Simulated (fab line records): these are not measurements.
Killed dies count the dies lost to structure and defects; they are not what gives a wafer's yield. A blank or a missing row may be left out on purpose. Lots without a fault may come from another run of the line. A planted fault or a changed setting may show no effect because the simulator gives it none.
fab line records | flow nand_harc
record: lots: 13 wafers: 39 last_day: 23
route steps=1159 shown P_STI@92 P_GATE@141 END@1159
lots that met no fault: from a run of the same line without faults
start_h: the number of hours between the record's first day and the start of the first shown wafer of the lot | wait_h: hours elapsed since this lot's preceding step | " identical to the entry in the row above | L1.1+2: several wafers, shown together as one row | - value missing, or start not given | * or withheld: withheld | < > ~ a bound
route shown NAME@n: names a module that has steps shown in the file, with the first one's number in the route | usual: mean/standard deviation taken from wafers without a fault | same: alike in all rows | chamber/n: place in a boat | sites: each site's reading | _std_site: their standard deviation | _edge_site: inner sites' mean taken away from outer sites' mean | radius_mm: how far each site lies from the wafer's centre | mask NAME#n: copy n | behind: the last tool/chamber to shape the wafer | hold: the reason the lot was held/the length of the hold in hours/how it ended | device: transistor that didn't switch, given as n, p or np | end of line: the same wafers' tests at the end of the route | a step given without rows: its recipe and nothing more | killed: not the wafer's yield, but the dies lost to structure and defects at the first sort | map: the dies of a wafer, with x for killed, . for not killed, _ for no die there
set.NAME: the setting that was run; set.NAME@STEP: the one run at that earlier step | model.NAME: the simulator's own value behind a step, which no gauge read
the route's steps for a sample of lots (tables are steps, rows are wafers)
services: the hour from which a tool's chamber was out of use, counted from the record's first day as start_h (under 0 if before that day), plus the number of hours and why
== steps ==
step: NHARC_P_STI_OCD_MEAS_17
usual: trench_depth_nm: 302/4.8 trench_foot_cd_nm: 157.8/2.6
columns lot.wafer tool chamber start_h wait_h trench_depth_nm trench_foot_cd_nm
L335.1 ocd-01 - 35.89 0.1 304 155.4
L335.4 " - " " 303 155.4
L335.5 " - " " 303 158.2
L337.3 ocd-01 - 50.70 0.1 296 165.4
L337.4 " - " " 300 158.0
L337.5 " - " " 298 157.9
L338.4 ocd-02 - 50.73 0.1 302 159.3
L338.5 " - " " 301 162.5
L338.6 " - " " 306 159.3
L339.1 ocd-02 - 57.97 0.1 299 158.0
L339.2 " - " " 299 160.5
L339.6 " - " " 304 157.5
L336.2 ocd-01 - 58.14 0.1 301 156.8
L336.4 " - " " 304 154.0
L336.6 " - " " 300 160.9
L341.1 ocd-02 - 71.73 0.1 308 158.8
L341.2 " - " " 307 157.4
L341.6 " - " " 307 158.3
L343.1 ocd-02 - 84.00 0.1 296 159.6
L343.3 " - " " 289 162.7
L343.6 " - " " 292 158.4
L346.1 ocd-02 - 100.58 0.1 300 156.3
L346.3 " - " " 302 161.4
L346.5 " - " " 300 157.6
L345.1 ocd-01 - 100.62 0.1 305 154.5
L345.2 " - " " 303 157.6
L345.4 " - " " 304 155.3
L347.2 ocd-02 - 113.59 0.1 301 154.8
L347.4 " - " " 301 160.2
L347.5 " - " " 302 158.3
L350.1 ocd-01 - 127.28 0.1 300 160.9
L350.5 " - " " 299 156.9
L350.6 " - " " 298 155.9
L351.1 ocd-01 - 133.72 0.1 306 159.2
L351.2 " - " " 303 155.6
L351.3 " - " " 305 153.1
L354.2 ocd-02 - 146.50 0.1 298 162.1
L354.4 " - " " 302 157.6
L354.6 " - " " 303 158.1
step: NHARC_P_GATE_CD_MEAS_26
recipe: target_cd_nm: 120 landing_energy_ev: 500
usual: cd_nm: 120.3/0.58
columns lot.wafer tool chamber start_h wait_h cd_nm
L335.1 cd_sem-01 0 85.91 - 119.7
L335.4 " 0 " " 119.6
L335.5 " 0 " " 120.1
L338.4 cd_sem-03 0 103.58 - 120.9
L338.5 " 0 " " 120.8
L338.6 " 0 " " 120.9
L337.3 cd_sem-03 0 103.96 - 120.9
L337.4 " 0 " " 121.3
L337.5 " 0 " " 120.4
L339.1 cd_sem-01 0 114.09 - 120.8
L339.2 " 0 " " 120.6
L339.6 " 0 " " 121.5
L336.2 cd_sem-02 0 114.30 - 120.7
L336.4 " 0 " " 120.3
L336.6 " 0 " " 120.2
L341.1 cd_sem-03 0 131.81 - 120.4
L341.2 " 0 " " 120.7
L341.6 " 0 " " 121.2
L343.1 cd_sem-03 0 137.63 - 121.4
L343.3 " 0 " " 120.5
L343.6 " 0 " " 120.8
L347.2 cd_sem-02 0 165.77 - 119.8
L347.4 " 0 " " 120.1
L347.5 " 0 " " 120.2
L345.1 cd_sem-03 0 165.94 - 119.3
L345.2 " 0 " " 119.5
L345.4 " 0 " " 119.3
L346.1 cd_sem-01 0 166.44 - 120.3
L346.3 " 0 " " 120.4
L346.5 " 0 " " 120.5
L350.1 cd_sem-03 0 174.65 - 119.7
L350.5 " 0 " " 119.9
L350.6 " 0 " " 119.9
L351.1 cd_sem-02 0 186.46 - 120.7
L351.2 " 0 " " 120.2
L351.3 " 0 " " 120.3
L354.2 cd_sem-01 0 200.02 - 120.4
L354.4 " 0 " " 121.0
L354.6 " 0 " " 120.3
step: NHARC_P_GATE_DESCUM_31
recipe: time_s: 3 o2_flow_sccm: 200 ar_flow_sccm: 0 bias_power_w: 0 chemistry: O2
usual: drypump_motor_current_A: 5.8/0.47 mfc_ar_sccm: 0.010/0.013 oes_product_au: 0.997/0.01 rf_vpp_V: 57.9/0.86 showerhead_plenum_p_Torr: 1.96/0.077 throttle_valve_pct: 11.311/0.009
columns lot.wafer tool chamber start_h wait_h drypump_motor_current_A mfc_ar_sccm oes_product_au rf_hours_counter_h rf_vpp_V showerhead_plenum_p_Torr throttle_valve_pct
L335.4 rie_diel-12 2 86.10 0.1 6.3 0 1.008 7 58.3 2.06 11.326
L335.1 " 3 " " 5.3 0 0.996 7 57.4 2.02 11.308
L335.5 " 2 " " 6.3 0 1.012 - 58.3 2.06 11.308
L338.4 rie_diel-12 1 103.79 0.1 6.2 0.022 0.987 - 58.9 2.00 11.291
L338.6 " 3 " " 5.2 0 0.994 - 58.3 2.02 11.314
L338.5 " 0 " " 5.4 0.026 1.015 - 58.8 1.90 11.322
L337.3 rie_diel-12 0 104.31 0.2 5.3 0.026 1.011 12 59.0 1.90 11.309
L337.4 " 3 " " 5.2 0 1.000 - 59.9 2.02 11.298
L337.5 " 0 " " 5.3 0.026 1.007 - 57.9 1.90 11.310
L339.2 rie_diel-13 1 114.28 0.1 5.7 0.011 0.996 3 57.6 2.08 11.315
L339.1 " 3 " " 5.4 0.039 0.998 4 58.2 1.92 11.321
L339.6 " 0 " " 5.9 0 0.989 - 58.2 1.98 11.310
L336.2 rie_diel-12 2 114.49 0.1 6.3 0 1.000 12 57.1 2.06 11.312
L336.6 " 2 " " 6.3 0 1.023 - 57.2 2.06 11.322
L336.4 " 1 " " 6.2 0.022 0.994 - 58.1 1.99 11.319
L341.2 rie_diel-09 0 132.02 0.1 5.8 0 0.993 15 57.8 1.81 11.308
L341.1 " 1 " " 6.8 0 0.987 14 58.0 1.92 11.299
L341.6 " 2 " " 5.4 0 0.994 - 59.6 2.01 11.320
L343.3 rie_diel-12 0 137.81 0.1 5.3 0.026 0.997 17 58.3 1.90 11.315
L343.1 " 2 " " 6.3 0 1.009 17 58.2 2.06 11.324
L343.6 " 0 " " 5.4 0.026 0.989 - 56.5 1.90 11.327
L347.2 rie_diel-12 0 165.96 0.1 5.4 0.026 0.988 21 55.6 1.90 11.319
L347.4 " 2 " " 6.3 0 1.012 22 57.6 2.05 11.306
L347.5 " 0 " " 5.3 0.026 1.005 - 57.5 1.90 11.326
L345.4 rie_diel-09 3 166.12 0.1 5.3 0.008 0.990 28 58.3 1.98 11.304
L345.2 " 1 " " 6.8 0 0.986 27 56.5 1.92 11.317
L345.1 " 2 " " 5.4 0 1.000 27 58.2 2.00 11.323
L346.1 rie_diel-13 1 166.63 0.1 5.7 0.011 0.986 21 58.2 2.07 11.296
L346.3 " 3 " " 5.4 0.039 1.009 21 57.6 1.91 11.314
L346.5 " 1 " " 5.7 0.011 0.981 - 59.5 2.07 11.323
L350.1 rie_diel-13 0 174.88 0.1 5.9 0 1.001 24 58.7 1.97 11.316
L350.5 " 0 " " 5.9 0 0.999 - 58.2 1.97 11.296
L350.6 " 1 " " 5.7 0.011 0.977 - 58.2 2.07 11.307
L351.3 rie_diel-12 2 186.65 0.1 6.3 0 1.016 25 57.6 2.05 11.318
L351.2 " 3 " " 5.2 0 1.002 27 58.9 2.02 11.314
L351.1 " 0 " " 5.4 0.026 1.007 24 58.2 1.90 11.299
L354.2 rie_diel-13 1 200.23 0.1 5.7 0.011 0.983 33 58.6 2.07 11.314
L354.4 " 2 " " 6.3 0 0.994 - 58.7 1.84 11.315
L354.6 " 1 " " 5.7 0.011 0.981 - 56.7 2.06 11.310
step: NHARC_P_GATE_EXPOSE_56
recipe: na: 0.6 target_cd_nm: 720 dose_mj: 14.81 mask_id: P_PSD
columns lot.wafer tool chamber start_h wait_h mask
L335.1+4+5 krf_scanner-04 0 99.47 - P_PSD#0
L338.4+5+6 krf_scanner-01 0 117.35 - P_PSD#0
L337.3+4+5 krf_scanner-01 0 117.73 - P_PSD#0
L339.1+2+6 krf_scanner-01 0 127.67 - P_PSD#0
L336.2+4+6 krf_scanner-03 0 128.00 - P_PSD#0
L341.1+2+6 krf_scanner-03 0 145.56 - P_PSD#0
L343.1+3+6 krf_scanner-03 0 151.07 - P_PSD#0
L347.2+4+5 krf_scanner-03 0 179.41 - P_PSD#0
L345.1+2+4 krf_scanner-01 0 179.80 - P_PSD#0
L346.1+3+5 krf_scanner-03 0 185.36 - P_PSD#0
L350.1+5+6 krf_scanner-01 0 188.78 - P_PSD#0
L351.1+2+3 krf_scanner-01 0 199.97 - P_HVN#0
L354.2+4+6 krf_scanner-03 0 213.60 - P_PSD#0
step: NHARC_P_GATE_CD_MEAS_59
recipe: target_cd_nm: 720 landing_energy_ev: 500
usual: cd_nm: 719.3/1.6
columns lot.wafer tool chamber start_h wait_h cd_nm
L335.1 cd_sem-02 0 99.63 - 721.8
L335.4 " 0 " " 717.7
L335.5 " 0 " " 718.4
L338.4 cd_sem-02 0 117.50 - 719.5
L338.5 " 0 " " 720.4
L338.6 " 0 " " 720.8
L337.3 cd_sem-02 0 117.89 - 718.5
L337.4 " 0 " " 718.1
L337.5 " 0 " " 717.7
L339.1 cd_sem-01 0 127.82 - 721.6
L339.2 " 0 " " 720.0
L339.6 " 0 " " 719.6
L336.2 cd_sem-03 0 128.15 - 718.7
L336.4 " 0 " " 717.5
L336.6 " 0 " " 716.5
L341.1 cd_sem-01 0 145.72 - 722.0
L341.2 " 0 " " 719.7
L341.6 " 0 " " 718.3
L343.1 cd_sem-03 0 151.23 - 717.4
L343.3 " 0 " " 718.3
L343.6 " 0 " " 720.0
L347.2 cd_sem-02 0 179.57 - 718.2
L347.4 " 0 " " 720.0
L347.5 " 0 " " 720.1
L345.1 cd_sem-02 0 179.96 - 718.8
L345.2 " 0 " " 720.4
L345.4 " 0 " " 718.9
L346.1 cd_sem-02 0 185.52 - 719.3
L346.3 " 0 " " 717.0
L346.5 " 0 " " 719.5
L350.1 cd_sem-01 0 188.94 - 720.9
L350.5 " 0 " " 719.6
L350.6 " 0 " " 720.4
L351.1 cd_sem-03 0 200.13 - -
L351.2 " 0 " " -
L351.3 " 0 " " -
L354.2 cd_sem-02 0 213.76 - 719.8
L354.4 " 0 " " 720.4
L354.6 " 0 " " 722.0
step: NHARC_END_SORT_01
recipe: temp_c: 25
usual: killed_at_array: 29/9.4 killed_at_other: 0.7/1.3 killed_at_periphery: 2.9/2.1 killed_dies: 32/9 killed_open: 3.3/1.8 killed_short: 1.9/1.4
same: gross_dies: 677
columns lot.wafer tool chamber start_h wait_h killed_at_array killed_at_other killed_at_periphery killed_dies killed_open killed_short
L351.1 prober-01 0 555.81 2.5 26 2 649 677 1 4
L351.2 prober-01 0 556.61 2.8 33 0 644 677 8 3
L351.3 prober-01 0 557.42 3.1 25 1 651 677 0 2
killed by level:class
L351.1 P_GATE:area_expose=643 A_SLIT:chamber_film_flake=15 A_CHANNEL_HOLE_D1:chamber_film_flake=7 P_ZERO_WELL:chamber_film_flake=2 THIN_TSV:chamber_film_flake=2 P_M0:geometric_particle:short=1 P_M1:geometric_particle:short=1 P_M2:geometric_particle:short=1
L351.2 P_GATE:area_expose=641 A_SLIT:chamber_film_flake=16 A_CHANNEL_HOLE_D1:chamber_film_flake=7 A_BLC:geometric_particle:open=2 A_M0:geometric_particle:open=2 P_CONTACT:geometric_particle:open=1 P_M1:geometric_particle:open=1 A_ONON_D1:geometric_particle:short=1
L351.3 P_GATE:area_expose=651 A_SLIT:chamber_film_flake=16 A_CHANNEL_HOLE_D1:chamber_film_flake=6 A_CONTACT:chamber_film_flake=2 A_ONON_D1:geometric_particle:short=1 STARTING-WAFER:geometric_particle:short=1
== services ==
columns tool chamber start_h hours kind
rie_diel-13 - 75.81 0.4 repair
rie_diel-09 - 77.16 9.0 pm
rie_diel-13 - 79.63 0.4 repair
rie_diel-12 0 83.43 - clean
rie_diel-12 1 83.43 - clean
rie_diel-12 2 83.43 - clean
rie_diel-12 3 83.43 - clean
krf_scanner-01 - 84.00 4.0 pm
rie_diel-13 - 99.00 9.0 pm
krf_scanner-03 - 100.26 0.5 repair
rie_diel-12 2 101.17 3.5 repair
rie_diel-12 0 107.93 - clean
krf_scanner-04 - 111.07 21.8 repair
rie_diel-12 0 112.39 14.9 repair
krf_scanner-04 - 141.17 3.5 repair
rie_diel-13 - 154.72 0.8 repair
krf_scanner-04 - 158.82 0.6 repair
krf_scanner-04 - 159.90 5.9 repair
krf_scanner-03 - 168.00 4.0 pm
krf_scanner-01 - 171.49 0.5 repair
krf_scanner-04 - 180.42 1.0 repair
rie_diel-13 0 199.13 4.1 repair
rie_diel-12 - 202.40 9.0 pm
krf_scanner-03 - 204.11 3.0 repair
== key ==
first_sign: step: NHARC_P_GATE_EXPOSE_56 reading: mask direction: changed
effect: step: NHARC_P_GATE_CD_MEAS_59 reading: cd_nm direction: missing
effect: step: NHARC_END_SORT_01 reading: killed_at_periphery direction: up sigmas: 99+ usual: 2.9 struck: 648
more_kills_born_at: NHARC_P_GATE_EXPOSE_56@krf_scanner-01: 1935
met_at NHARC_P_GATE_EXPOSE_56
struck_lots L351
later_rows_left_out L351.1,L351.2,L351.3
tester_left_out L351
not_acting_at NHARC_P_STI_OCD_MEAS_17,NHARC_P_GATE_CD_MEAS_26,NHARC_P_GATE_DESCUM_31
onset_between 188.78 199.97
fault: kind: wrong_mask tool: any chamber: - onset_h: 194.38 steps: NHARC_P_GATE_EXPOSE_56 aux_copy: P_HVN#0 scope: struck_lots_only
tester_left_out: of these lots the tester's yield and bins aren't shown, on N5 and GAA mostly nor the transistor test; their killed dies are dies lost to structure and defects alone, not to doping, threshold or leakage, so they don't give the yield
later_rows_left_out: the simulator's readings of these wafers behind a module that went badly wrong aren't trusted and aren't shown, but for the sort
